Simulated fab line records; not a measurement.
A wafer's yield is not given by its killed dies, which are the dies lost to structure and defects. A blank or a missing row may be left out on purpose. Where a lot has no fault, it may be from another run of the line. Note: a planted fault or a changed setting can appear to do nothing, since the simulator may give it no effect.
Comparing a struck lot with a sound one	flow n5Finfet	15 steps out of a route of 1938
Sound: these wafers, L993.1, L993.3, L993.5. Wafers L112.1, L112.2, L112.3 were the ones struck. The cause comes at the end.
Per side, at each step with rows, come the tool, then ch with its chambers, and then its first start. Under that, the readings that differ: sound wafers	struck wafers	difference of the means	sigmas: that difference in standard deviations of wafers without a fault.
alike: same words and numbers on both sides, and readings whose means sit less than 2 such deviations apart. not compared: any withheld reading, any reading some wafer has no value for, any bound like >300 that may hide the same value, and any number with overlapping values for which the record gives no deviation.
Wherever a step has rows on one side only, a row that says differs or no value, or a row with sigmas, the two part there. When numbers do not overlap yet have no deviation, they are printed without sigmas and do not part them. A reading missing from all wafers of one side parts the sides only when that side holds two or more wafers.

N5_BEOL_M10_RS_MEAS_57: measurement is done with a four-point probe.
  struck on filmMetro-02, day 14 21:43; sound on filmMetro-02, day 10 14:13
  alike: M10_RS
N5_BEOL_M10_INSPECT_58: inspects for defects (darkfield).
  struck on defectInspect-01, day 14 21:44; sound on defectInspect-01, day 10 14:14
  alike: rawDefectCount
N5_BEOL_M11_ILD_DEP_00: deposits SiCOH lowk from DEMS/porogen, target thk 308.51 nm, time 58 s.
  sound on pecvd-01 ch 0,1,2, day 10 14:17; struck on pecvd-01 ch 0,1,2, day 14 21:47
  alike: heaterPowerOuterW, heaterPowerW, showerheadPlenumPTorr, throttleValvePct
N5_BEOL_M11_CURE_71: cures SiCOH lowk, time 240 s.
  sound on uvCure-03 ch 1, day 10 14:21; struck on uvCure-01 ch 2, day 14 21:51
  alike: lampPowerPct, wafer_temp_C_max
N5_BEOL_M11_THK_MEAS_01:
  struck on filmMetro-01, day 14 22:22; sound on filmMetro-02, day 10 15:21
  alike: M11_ILD_THK
N5_BEOL_M11_PECVD_70: deposits SiO2 from TEOS/O2, target thk 20 nm, time 22.7 s.
  sound on pecvd-01 ch 0,1,2, day 10 15:23; struck on pecvd-04 ch 0,1,2, day 14 22:24
  alike: heaterPowerOuterW, heaterPowerW, showerheadPlenumPTorr, throttleValvePct
N5_BEOL_M11_HM_DEP_02: deposits TiN, target thk 20 nm.
  struck on pvdSputter-02, day 14 23:26; sound on pvdSputter-01, day 10 17:19
  alike: throttleValvePct
then, 5 steps without rows for these wafers: N5_BEOL_M11_COAT_59 (time 60 s, resist thk 100 nm); N5_BEOL_M11_COAT_60 (time 60 s, resist thk 30 nm); N5_BEOL_M11_COAT_05 (resist thk 90 nm); N5_BEOL_M11_EBR_07; N5_BEOL_M11_SOFTBAKE_06 (time 60 s).
N5_BEOL_M11_EXPOSE_08: exposes mask M11.
  sound on arfiScanner-02 ch 0, day 10 17:41; struck on arfiScanner-03 ch 0, day 14 23:48
reading	sound	struck	difference	sigmas
exposureDoseMJCm2	53.92 54.00 53.93	55.53 55.60 55.57	+1.62	+12
  alike: mask
then, 1 step without rows for these wafers: N5_BEOL_M11_PEB_09 (peb time 60 s).
N5_PASSIVATION_PROBE_49:
  struck on prober-01, day 16 21:09; sound on prober-01, day 12 15:29
reading	sound	struck	difference	sigmas
killed_at_M4_up	14 18 22	4 4 5	-14	-2
  alike: defectLimitedYield, killed_at_M0_to_M3, killedAtContacts, killedAtFrontEnd, killedAtOther, killedDies, killedOpen, killedShort, sort_bin_5_function, sort_bin_6_memory, sortNPass, sortYieldPct

## WHERE THEY PART
Last at N5_PASSIVATION_PROBE_49 as far as this record goes, first at N5_BEOL_M11_EXPOSE_08.

WHY: the cause the simulator had injected
Process parameters drifting: arfiScanner-03 at N5_BEOL_M11_EXPOSE_08, beginning at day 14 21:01. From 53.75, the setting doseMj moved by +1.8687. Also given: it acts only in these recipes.
